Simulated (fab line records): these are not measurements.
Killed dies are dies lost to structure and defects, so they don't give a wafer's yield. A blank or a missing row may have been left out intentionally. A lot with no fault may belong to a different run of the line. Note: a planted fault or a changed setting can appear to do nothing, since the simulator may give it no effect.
Struck lot and sound lot, side by side | flow n5 finfet | 15 out of 1938 route steps
Sound: the wafers L463.2, L463.3, L463.6. Struck: wafer L470.3 (left out: L470.4, a lot-mate that was not struck); the cause follows at the end.
Per side, at each step with rows, come the tool, then ch with its chambers, and then its first start. Under that, the readings that differ: sound wafers | struck wafers | difference of the means | sigmas: that difference in standard deviations of wafers without a fault.
alike: a reading whose means differ by less than 2 such deviations, as well as words and numbers matching on both sides. not compared: withheld readings; readings where some wafer has no value; bounds like >300 that might hide an equal value; numbers whose values overlap and for which the record gives no deviation.
A row with sigmas, a row that says differs or no value, or rows on one side alone: a step with any of these is where the two part. Numbers that don't overlap but have no deviation are shown without sigmas and don't part them. A reading missing from all wafers of one side parts the sides only when that side holds two or more wafers.

first, 7 steps without rows for these wafers: N5_BEOL_M7_COAT_71 (time 60 s, resist thk 5 nm); N5_BEOL_M7_COAT_22 (resist thk 30 nm); N5_BEOL_M7_EBR_24; N5_BEOL_M7_SOFTBAKE_23 (time 60 s); N5_BEOL_M7_EXPOSE_25 (exposes mask V6, target cd 40 nm); N5_BEOL_M7_PEB_26 (peb time 60 s); N5_BEOL_M7_DEVELOP_27 (develop time 30 s).
N5_BEOL_M7_CD_MEAS_28: target cd 40 nm.
  sound on cd sem-01 ch 0, day 10 09:27; struck on cd sem-02 ch 0, day 12 10:31
  alike: cd nm
N5_BEOL_M7_OVL_MEAS_29:
  sound on overlay-02 ch 0, day 10 09:29; struck on overlay-02 ch 0, day 12 10:34
  alike: V6_OVL
N5_BEOL_M7_INSPECT_30: inspects for defects (brightfield).
  sound: defect inspect-02 at day 10 09:32; struck: defect inspect-02 at day 12 10:36
  alike: raw defect count
N5_BEOL_M7_DESCUM_33: chemistry O2, time 7 s.
  sound on rie diel-02 ch 1,2,3, day 10 09:52; struck on rie diel-03 ch 1, day 12 10:38
  alike: drypump motor current A, oes product au, rf fwd power W, rf vpp V, showerhead plenum p Torr, temp c, throttle valve pct
  not compared: rf hours counter h
N5_BEOL_M7_ETCH_72: etches underlayer in N2/H2, target depth 6.5 nm, time 5.2 s.
  sound on rie diel-02 ch 1,2,3, day 10 09:53; struck on rie diel-03 ch 1, day 12 10:40
  alike: drypump motor current A, etch rf on time s, oes product au, rf fwd power W, rf vpp V, showerhead plenum p Torr, throttle valve pct
  not compared: rf hours counter h
N5_BEOL_M7_ETCH_65: etches SiARC in CF4, target depth 15.6 nm, time 26 s.
  sound on rie diel-02 ch 1,2,3, day 10 09:55; struck on rie diel-03 ch 1, day 12 10:41
  reading                | sound             | struck | difference | sigmas
  etch rf on time s (s)  | 26.6 26.2 25.9    | 19.6   | -6.6       | -12
  rf fwd power W (W)     | 536.1 533.6 530.0 | 528.5  | -4.7       | -2
  throttle valve pct (%) | 15.75 15.36 15.25 | 15.85  | +0.40      | +2
  alike: drypump motor current A, oes product au, rf vpp V, showerhead plenum p Torr
  not compared: rf hours counter h
N5_BEOL_M7_ETCH_66: etches SOC in N2/H2, target depth 80 nm, overetch 16 nm, time 120 s.
  sound on rie diel-02 ch 1,2,3, day 10 09:56; struck on rie diel-03 ch 1, day 12 10:43
  alike: drypump motor current A, oes product au, rf fwd power W, rf vpp V, showerhead plenum p Torr, temp c, throttle valve pct
  not compared: rf hours counter h
-- the record jumps here: 3 days lie between the struck wafers' starts before and after (it left off in module BEOL_M7 and takes up again in module PASSIVATION, whose first step shown is number 1936 of the route) --
N5_PASSIVATION_PROBE_49:
  record: rows for the struck wafers here (prober-02, day 15 16:48), none for the sound ones

WHERE THEY PART
First at N5_BEOL_M7_ETCH_65; last, within this record, at N5_PASSIVATION_PROBE_49.

WHY: the cause the simulator had injected
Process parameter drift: rie diel-03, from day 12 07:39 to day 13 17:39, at N5_BEOL_M7_ETCH_65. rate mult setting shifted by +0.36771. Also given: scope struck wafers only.
